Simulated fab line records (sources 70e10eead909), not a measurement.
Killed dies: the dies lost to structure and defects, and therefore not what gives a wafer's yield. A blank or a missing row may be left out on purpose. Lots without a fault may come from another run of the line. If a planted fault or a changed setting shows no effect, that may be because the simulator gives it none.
Matching of chambers / flow nand-harc / NHARC_A_BLC_STRIP_21 on rie-diel-05 has 4 sister chambers
The step strips in O2. 30 wafers are shown with their chamber, then 12 later ones without.

EACH WAFER AND ITS CHAMBER
wafer=L074.2; chamber=1; showerhead-plenum-p-Torr (Torr)=3.69; drypump-motor-current-A (A)=5.7; rf-vpp-V (V)=59.3
wafer=L074.5; chamber=1; showerhead-plenum-p-Torr (Torr)=3.69; drypump-motor-current-A (A)=5.7; rf-vpp-V (V)=57.8
wafer=L074.6; chamber=0; showerhead-plenum-p-Torr (Torr)=3.56; drypump-motor-current-A (A)=5.2; rf-vpp-V (V)=57.9
wafer=L077.1; chamber=2; showerhead-plenum-p-Torr (Torr)=3.40; drypump-motor-current-A (A)=6.3; rf-vpp-V (V)=56.8
wafer=L077.2; chamber=1; showerhead-plenum-p-Torr (Torr)=3.69; drypump-motor-current-A (A)=5.7; rf-vpp-V (V)=58.4
wafer=L077.5; chamber=2; showerhead-plenum-p-Torr (Torr)=3.40; drypump-motor-current-A (A)=6.4; rf-vpp-V (V)=57.0
wafer=L078.2; chamber=1; showerhead-plenum-p-Torr (Torr)=3.69; drypump-motor-current-A (A)=5.7; rf-vpp-V (V)=57.3
wafer=L078.3; chamber=2; showerhead-plenum-p-Torr (Torr)=3.40; drypump-motor-current-A (A)=6.4; rf-vpp-V (V)=57.7
wafer=L078.6; chamber=0; showerhead-plenum-p-Torr (Torr)=3.56; drypump-motor-current-A (A)=5.2; rf-vpp-V (V)=57.5
wafer=L079.3; chamber=0; showerhead-plenum-p-Torr (Torr)=3.56; drypump-motor-current-A (A)=5.2; rf-vpp-V (V)=58.3
wafer=L079.4; chamber=2; showerhead-plenum-p-Torr (Torr)=3.40; drypump-motor-current-A (A)=6.4; rf-vpp-V (V)=57.8
wafer=L079.5; chamber=0; showerhead-plenum-p-Torr (Torr)=3.56; drypump-motor-current-A (A)=5.2; rf-vpp-V (V)=57.5
wafer=L075.1; chamber=0; showerhead-plenum-p-Torr (Torr)=3.56; drypump-motor-current-A (A)=5.2; rf-vpp-V (V)=57.2
wafer=L075.2; chamber=3; showerhead-plenum-p-Torr (Torr)=3.65; drypump-motor-current-A (A)=6.1; rf-vpp-V (V)=57.1
wafer=L075.3; chamber=2; showerhead-plenum-p-Torr (Torr)=3.40; drypump-motor-current-A (A)=6.4; rf-vpp-V (V)=56.2
wafer=L084.1; chamber=3; showerhead-plenum-p-Torr (Torr)=3.65; drypump-motor-current-A (A)=6.0; rf-vpp-V (V)=59.2
wafer=L084.2; chamber=0; showerhead-plenum-p-Torr (Torr)=3.56; drypump-motor-current-A (A)=5.2; rf-vpp-V (V)=58.1
wafer=L084.6; chamber=3; showerhead-plenum-p-Torr (Torr)=3.65; drypump-motor-current-A (A)=6.1; rf-vpp-V (V)=57.5
wafer=L086.1; chamber=1; showerhead-plenum-p-Torr (Torr)=3.68; drypump-motor-current-A (A)=5.7; rf-vpp-V (V)=58.4
wafer=L086.3; chamber=3; showerhead-plenum-p-Torr (Torr)=3.64; drypump-motor-current-A (A)=6.0; rf-vpp-V (V)=57.2
wafer=L086.5; chamber=2; showerhead-plenum-p-Torr (Torr)=3.40; drypump-motor-current-A (A)=6.3; rf-vpp-V (V)=56.8
wafer=L090.1; chamber=0; showerhead-plenum-p-Torr (Torr)=3.56; drypump-motor-current-A (A)=5.2; rf-vpp-V (V)=57.2
wafer=L090.3; chamber=3; showerhead-plenum-p-Torr (Torr)=3.64; drypump-motor-current-A (A)=6.1; rf-vpp-V (V)=58.8
wafer=L090.6; chamber=2; showerhead-plenum-p-Torr (Torr)=3.40; drypump-motor-current-A (A)=6.3; rf-vpp-V (V)=57.6
wafer=L089.1; chamber=1; showerhead-plenum-p-Torr (Torr)=3.68; drypump-motor-current-A (A)=5.7; rf-vpp-V (V)=58.9
wafer=L089.4; chamber=3; showerhead-plenum-p-Torr (Torr)=3.64; drypump-motor-current-A (A)=6.0; rf-vpp-V (V)=58.5
wafer=L089.5; chamber=2; showerhead-plenum-p-Torr (Torr)=3.40; drypump-motor-current-A (A)=6.4; rf-vpp-V (V)=56.5
wafer=L091.1; chamber=3; showerhead-plenum-p-Torr (Torr)=3.64; drypump-motor-current-A (A)=6.0; rf-vpp-V (V)=58.4
wafer=L091.3; chamber=2; showerhead-plenum-p-Torr (Torr)=3.40; drypump-motor-current-A (A)=6.4; rf-vpp-V (V)=57.9
wafer=L091.5; chamber=3; showerhead-plenum-p-Torr (Torr)=3.64; drypump-motor-current-A (A)=6.0; rf-vpp-V (V)=58.6

SIGNATURES, as means of the wafers listed above
reading=showerhead-plenum-p-Torr; chamber 0=3.5600; chamber 1=3.6867; chamber 2=3.4000; chamber 3=3.6437; scatter within a chamber=0.00351
reading=drypump-motor-current-A; chamber 0=5.200; chamber 1=5.700; chamber 2=6.367; chamber 3=6.037; scatter within a chamber=0.0386
reading=rf-vpp-V; chamber 0=57.671; chamber 1=58.350; chamber 2=57.144; chamber 3=58.163; scatter within a chamber=0.655
Rule: distance of a wafer from a chamber = root of the sum over the readings of ((wafer's reading minus chamber's mean) / reading's scatter) squared. If the next closest chamber is less than 2 further off than the closest, the wafer can't be placed; otherwise it belongs to the closest. How the scatter is found: for the shown wafers, subtract from each reading the mean of its chamber, square and add these, divide the total by (wafers less chambers), then take the root.

WAFERS MISSING THEIR CHAMBER
wafer=L091.2; showerhead-plenum-p-Torr (Torr)=3.68; drypump-motor-current-A (A)=5.7; rf-vpp-V (V)=58.9
wafer=L091.4; showerhead-plenum-p-Torr (Torr)=3.55; drypump-motor-current-A (A)=5.2; rf-vpp-V (V)=58.2
wafer=L091.6; showerhead-plenum-p-Torr (Torr)=3.40; drypump-motor-current-A (A)=6.4; rf-vpp-V (V)=57.4
wafer=L096.1; showerhead-plenum-p-Torr (Torr)=3.55; drypump-motor-current-A (A)=5.2; rf-vpp-V (V)=58.2
wafer=L096.3; showerhead-plenum-p-Torr (Torr)=3.40; drypump-motor-current-A (A)=6.3; rf-vpp-V (V)=56.0
wafer=L096.5; showerhead-plenum-p-Torr (Torr)=3.64; drypump-motor-current-A (A)=6.0; rf-vpp-V (V)=57.4
wafer=L094.1; showerhead-plenum-p-Torr (Torr)=3.64; drypump-motor-current-A (A)=6.0; rf-vpp-V (V)=57.1
wafer=L094.4; showerhead-plenum-p-Torr (Torr)=3.55; drypump-motor-current-A (A)=5.2; rf-vpp-V (V)=56.8
wafer=L094.5; showerhead-plenum-p-Torr (Torr)=3.68; drypump-motor-current-A (A)=5.7; rf-vpp-V (V)=57.0
wafer=L097.1; showerhead-plenum-p-Torr (Torr)=3.64; drypump-motor-current-A (A)=6.0; rf-vpp-V (V)=57.7
wafer=L097.3; showerhead-plenum-p-Torr (Torr)=3.68; drypump-motor-current-A (A)=5.7; rf-vpp-V (V)=57.4
wafer=L097.6; showerhead-plenum-p-Torr (Torr)=3.55; drypump-motor-current-A (A)=5.2; rf-vpp-V (V)=57.5

THE CHAMBER EACH PASSED THROUGH
wafer=L091.2; from the rows above=1; in truth=1
wafer=L091.4; from the rows above=0; in truth=0
wafer=L091.6; from the rows above=2; in truth=2
wafer=L096.1; from the rows above=0; in truth=0
wafer=L096.3; from the rows above=2; in truth=2
wafer=L096.5; from the rows above=3; in truth=3
wafer=L094.1; from the rows above=3; in truth=3
wafer=L094.4; from the rows above=0; in truth=0
wafer=L094.5; from the rows above=1; in truth=1
wafer=L097.1; from the rows above=3; in truth=3
wafer=L097.3; from the rows above=1; in truth=1
wafer=L097.6; from the rows above=0; in truth=0
Placed correctly: 12 of 12. Not placeable from these rows: 0. 0 placed wrongly.
